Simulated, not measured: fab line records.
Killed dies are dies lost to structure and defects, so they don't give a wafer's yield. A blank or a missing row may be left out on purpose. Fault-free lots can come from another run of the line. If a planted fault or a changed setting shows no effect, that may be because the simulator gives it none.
Which tool is to blame? ; flow n5-finfet ; 12 lots with 36 wafers sampled at 6 steps, on a route of 1938 steps

WHAT THE GAUGES SHOWED, per wafer
N5_DUMMY_GATE_OVL_MEAS_16.
lot;measured;on;GATE_OVL (nm)
L075;day 3 03:43;overlay-02;-0.1 -0.7 -0.4
L077;day 3 16:55;overlay-02;1.3 -0.2 0.6
L079;day 4 05:41;overlay-02;0.1 0.7 0.5
L081;day 4 14:55;overlay-02;0.2 0.0 0.8
L083;day 5 03:21;overlay-01;-0.4 0.7 0.6
L085;day 5 20:52;overlay-01;0.9 1.0 0.7
L087;day 6 05:19;overlay-01;1.0 -0.6 0.3
L089;day 6 15:13;overlay-02;0.0 0.6 0.1
L091;day 7 03:22;overlay-02;-0.2 -0.8 -0.6
L093;day 7 16:05;overlay-01;1.0 0.8 1.6
L095;day 8 04:20;overlay-01;-1.8 -0.6 0.6
L097;day 8 15:11;overlay-01;-0.8 -0.5 -0.7

WHAT TOOL EACH LOT RAN ON (gives the tool, then ch and the chambers of the sampled wafers, and finally the start)
lot;N5_FIN_SAQP_HM_DEP_03;N5_FIN_SAQP_PECVD_06;N5_FIN_SAQP_SPACER2_ETCHBACK_29;N5_FIN_SAQP_ETCH_64;N5_STI_FIN_REVEAL_STRIP_24
L075;pecvd-02 ch 1,2, day 2 03:00;pecvd-02 ch 0,1,2, day 2 03:13;rie-diel-06 ch 0,1,3, day 2 07:28;rie-si-02 ch 0,1,3, day 2 07:59;rie-diel-04 ch 2,3, day 2 15:53
L077;pecvd-04 ch 1, day 2 15:13;pecvd-03 ch 0,2, day 2 15:26;rie-diel-02 ch 0,1,3, day 2 20:14;rie-si-03 ch 0,2, day 2 20:47;rie-diel-06 ch 0,1,3, day 3 04:49
L079;pecvd-04 ch 0,1, day 3 03:36;pecvd-02 ch 0,1,2, day 3 03:50;rie-diel-04 ch 1,2, day 3 09:14;rie-si-04 ch 0,1, day 3 09:46;rie-diel-02 ch 1,3, day 3 17:14
L081;pecvd-04 ch 0,1, day 3 15:08;pecvd-02 ch 0,1,2, day 3 15:22;rie-diel-02 ch 0,1,3, day 3 19:27;rie-si-02 ch 1,2,3, day 3 19:59;rie-diel-02 ch 0,3, day 4 03:25
L083;pecvd-03 ch 0,1, day 4 02:58;pecvd-04 ch 0,1,2, day 4 03:12;rie-diel-06 ch 0,2,3, day 4 07:16;rie-si-02 ch 0,2,3, day 4 07:48;rie-diel-02 ch 2,3, day 4 15:40
L085;pecvd-02 ch 0,1, day 4 16:05;pecvd-03 ch 1, day 4 16:29;rie-diel-02 ch 1,2,3, day 4 22:24;rie-si-02 ch 0,2,3, day 4 22:54;rie-diel-04 ch 1,2, day 5 08:37
L087;pecvd-02 ch 0,1, day 5 04:43;pecvd-03 ch 0,2, day 5 04:55;rie-diel-06 ch 0,1,3, day 5 09:11;rie-si-02 ch 0,2,3, day 5 09:52;rie-diel-06 ch 2,3, day 5 17:25
L089;pecvd-02 ch 1,2, day 5 15:07;pecvd-03 ch 0,1,2, day 5 15:19;rie-diel-04 ch 0,3, day 5 19:24;rie-si-02 ch 1,2,3, day 5 19:55;rie-diel-02 ch 1,3, day 6 03:42
L091;pecvd-03 ch 0,1,2, day 6 02:36;pecvd-04 ch 0,1,2, day 6 02:49;rie-diel-02 ch 0,1,3, day 6 07:46;rie-si-04 ch 0,2,3, day 6 08:15;rie-diel-04 ch 0,1,3, day 6 15:43
L093;pecvd-02 ch 0,1, day 6 15:16;pecvd-03 ch 0,2, day 6 15:28;rie-diel-06 ch 1,2, day 6 19:40;rie-si-04 ch 0,2,3, day 6 20:10;rie-diel-02 ch 0,2, day 7 04:26
L095;pecvd-04 ch 0,2, day 7 03:00;pecvd-04 ch 0,1, day 7 03:12;rie-diel-02 ch 0,1,2, day 7 08:03;rie-si-02 ch 0,2,3, day 7 08:34;rie-diel-06 ch 2,3, day 7 16:15
L097;pecvd-02 ch 0,1,2, day 7 15:05;pecvd-04 ch 0,1, day 7 15:17;rie-diel-04 ch 0,2,3, day 7 19:24;rie-si-04 ch 0,2, day 7 19:56;rie-diel-04 ch 2,3, day 8 03:19
- N5_FIN_SAQP_HM_DEP_03: deposits SiNx from SiH4/NH3/N2, target thk 38 nm, time 33.6 s.
- N5_FIN_SAQP_PECVD_06: deposits a-Si from SiH4/He, target thk 60 nm, time 48.1 s.
- N5_FIN_SAQP_SPACER2_ETCHBACK_29: etches SiO2 in CHF3/O2, target depth 12.2 nm, time 6.1 s.
- N5_FIN_SAQP_ETCH_64: etches SiO2 in CF4, target depth 1.5 nm.
- N5_STI_FIN_REVEAL_STRIP_24: strips in N2/H2, time 90 s.

THE ANSWER, worked out from the rows above alone
Rule: the lots themselves supply what counts as usual. The widest of any qualifying gaps counts: lots, ordered by their means at a reading, are off when they make up no more than a third of the lots, leave a main group of 4 or more, and stand apart from it by 3 or more times the standard deviation of that group's means. A main group is skipped when, at the precision printed for the reading in the tables above, its means are all equal. A lot without any number at a reading at which 4 lots or more have one is off too. Any other lot the step has rows for is counted as sound.
Nothing can be told from this: no lot is off at any reading shown.

WHAT HAD BEEN PUT IN BY THE SIMULATOR
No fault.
